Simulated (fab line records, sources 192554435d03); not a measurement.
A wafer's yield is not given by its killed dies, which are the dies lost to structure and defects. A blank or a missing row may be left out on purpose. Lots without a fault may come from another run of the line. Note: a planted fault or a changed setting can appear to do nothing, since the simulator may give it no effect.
fab line records + flow n5Finfet
record
- lots=7
- wafers=39
route steps=1938 shown PASSIVATION@1915
startH: start of the lot's first displayed wafer, in hours after the record's first day + waitH: hours elapsed since this lot's preceding step + " same as the row above + L1.1+2: a single row standing in for several wafers + - value missing, or start not given + * or withheld: withheld + < > ~ a bound
route shown NAME@n: NAME is a module with steps in the file, n the number in the route of the first one + usual: mean/standard deviation taken from wafers without a fault + same: alike in all rows + chamber/n: place in a boat + sites: the reading at each site + _std_site: how widely they spread, as a standard deviation + _edge_site: inner sites' mean taken away from outer sites' mean + radiusMm: for every site, how far away it sits from the centre of the wafer + mask NAME#n: copy n + behind: the most recent tool/chamber to have shaped the wafer + hold: reason for holding the lot/hours on hold/outcome of the hold + device: which transistor (n, p or np) failed to switch + end of line: the route-end tests of the same wafers + where a step has no rows: the recipe by itself + killed: not the wafer's yield, but the dies lost to structure and defects at the first sort + map: dies across one wafer; x = killed, . = not, _ = none there
set.NAME: the setting as run; set.NAME@STEP: as run at that earlier step + model.NAME: the simulator's own value behind a step, which no gauge read
lots with deliberately changed settings; one table per step, one row per wafer
## steps
# step N5_PASSIVATION_PECVD_53
# recipe
- material=SiO2
- targetThkA=8000
- tempC=400
- precursor=TEOS/O2
- pressureTorr=6.5
- rfW=withheld
- teosFlowSccm=withheld
- gas=O2
- flowSccm=2650
- timeS=169.4
| lot.wafer | tool     | chamber | startH | waitH | set.timeS | model.SiO2_of_PASSIVATION_PECVD_53.thkNm |
|-----------|----------|---------|--------|-------|-----------|------------------------------------------|
| L076.3    | pecvd-02 | 1       | 314.81 | 0.0   | 169.4     | 803.2                                    |
| L076.4    | "        | 1       | "      | "     | 169.4     | 805.2                                    |
| L076.5    | "        | 2       | "      | "     | 169.4     | 809.8                                    |
| L080.1    | pecvd-04 | 0       | 318.78 | 0.0   | 169.4     | 782.4                                    |
| L080.2    | "        | 1       | "      | "     | 169.4     | 798.4                                    |
| L080.3    | "        | 2       | "      | "     | 169.4     | 792.4                                    |
| L080.4    | "        | 0       | "      | "     | 169.4     | 806                                      |
| L080.5    | "        | 1       | "      | "     | 169.4     | 808.4                                    |
| L080.6    | "        | 2       | "      | "     | 169.4     | 801.4                                    |
| L081.1    | pecvd-01 | 2       | 328.46 | 0.0   | 169.4     | 788                                      |
| L081.2    | "        | 0       | "      | "     | 228.5     | 1076                                     |
| L081.3    | "        | 1       | "      | "     | 228.5     | 1072                                     |
| L081.4    | "        | 1       | "      | "     | 228.5     | 1089                                     |
| L081.5    | "        | 2       | "      | "     | 169.4     | 804.4                                    |
| L081.6    | "        | 0       | "      | "     | 169.4     | 808.6                                    |
| L089.1    | pecvd-02 | 1       | 380.12 | 0.0   | 207.5     | 981.4                                    |
| L089.2    | "        | 0       | "      | "     | 169.4     | 801.4                                    |
| L089.3    | "        | 2       | "      | "     | 207.5     | 982.6                                    |
| L089.4    | "        | 2       | "      | "     | 169.4     | 816                                      |
| L089.5    | "        | 0       | "      | "     | 207.5     | 992.6                                    |
| L089.6    | "        | 1       | "      | "     | 169.4     | 809.8                                    |
| L091.1    | pecvd-01 | 2       | 385.09 | 0.0   | 131.5     | 614.2                                    |
| L091.2    | "        | 1       | "      | "     | 131.5     | 625                                      |
| L091.3    | "        | 0       | "      | "     | 169.4     | 790.8                                    |
| L091.4    | "        | 1       | "      | "     | 169.4     | 802.8                                    |
| L091.5    | "        | 2       | "      | "     | 131.5     | 620.6                                    |
| L091.6    | "        | 0       | "      | "     | 169.4     | 798.8                                    |
| L095.1    | pecvd-01 | 1       | 415.70 | 0.0   | 117.7     | 558.4                                    |
| L095.2    | "        | 2       | "      | "     | 117.7     | 549.4                                    |
| L095.3    | "        | 0       | "      | "     | 117.7     | 551.6                                    |
| L095.4    | "        | 1       | "      | "     | 169.4     | 814.6                                    |
| L095.5    | "        | 2       | "      | "     | 169.4     | 793                                      |
| L095.6    | "        | 0       | "      | "     | 169.4     | 804.4                                    |
| L094.1    | pecvd-01 | 1       | 436.60 | 0.0   | 105.4     | 496                                      |
| L094.2    | "        | 2       | "      | "     | 169.4     | 789.2                                    |
| L094.3    | "        | 0       | "      | "     | 105.4     | 490.4                                    |
| L094.4    | "        | 1       | "      | "     | 169.4     | 802                                      |
| L094.5    | "        | 0       | "      | "     | 105.4     | 508.6                                    |
| L094.6    | "        | 2       | "      | "     | 169.4     | 797.8                                    |
## key
split
- step=N5_PASSIVATION_PECVD_53
- setting=timeS
- stated=169.4
- by=wafer
response
- step=N5_PASSIVATION_PECVD_53
- reading=model.SiO2_of_PASSIVATION_PECVD_53.thkNm
- change=+7.98
- per=1%
- r=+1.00
